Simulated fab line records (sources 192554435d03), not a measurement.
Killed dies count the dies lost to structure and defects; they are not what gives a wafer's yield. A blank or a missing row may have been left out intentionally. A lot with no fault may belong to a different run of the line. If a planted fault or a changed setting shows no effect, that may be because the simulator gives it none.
Matching of chambers -- flow n5Finfet -- pecvd-03 running N5_BEOL_M10_DEP_56: 3 sister chambers
The step deposits SiCN from 3MS/NH3, target thk 15 nm, time 26.5 s. 3 wafers are shown with their chamber, then 9 later ones without.

WAFERS, EACH WITH ITS CHAMBER
wafer,chamber,showerheadPlenumPTorr (Torr)
L082.2,1,3.655
L087.4,2,3.683
L087.5,0,3.662

WAFERS WITHOUT THEIR CHAMBER
wafer,showerheadPlenumPTorr (Torr)
L091.1,3.654
L091.2,3.686
L091.3,3.665
L091.4,3.689
L091.5,3.685
L091.6,3.663
L095.1,3.699
L095.3,3.653
L095.4,3.683

EACH ONE'S CHAMBER
wafer,from the rows above,in truth
L091.1,can't be placed: 1 or 0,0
L091.2,2,2
L091.3,can't be placed: 0 or 1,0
L091.4,2,2
L091.5,2,2
L091.6,can't be placed: 0 or 1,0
L095.1,2,2
L095.3,can't be placed: 1 or 0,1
L095.4,2,2
Correctly placed: 5 of 9. Not placeable from these rows: 4 (in 4, the candidates include the true chamber). Placed wrongly: 0.
How it was worked out, from the rows above alone: a wafer's distance from a chamber is the root of the sum, over the readings, of the square of ((its reading less the chamber's mean) divided by the reading's scatter). The wafer belongs to the nearest chamber; if the next one is less than 2 further off, it can't be placed. Each chamber's mean is taken over the wafers shown for it. The scatter: root of mean squared gap, hidden wafer to nearest shown wafer, with one shown wafer a chamber.
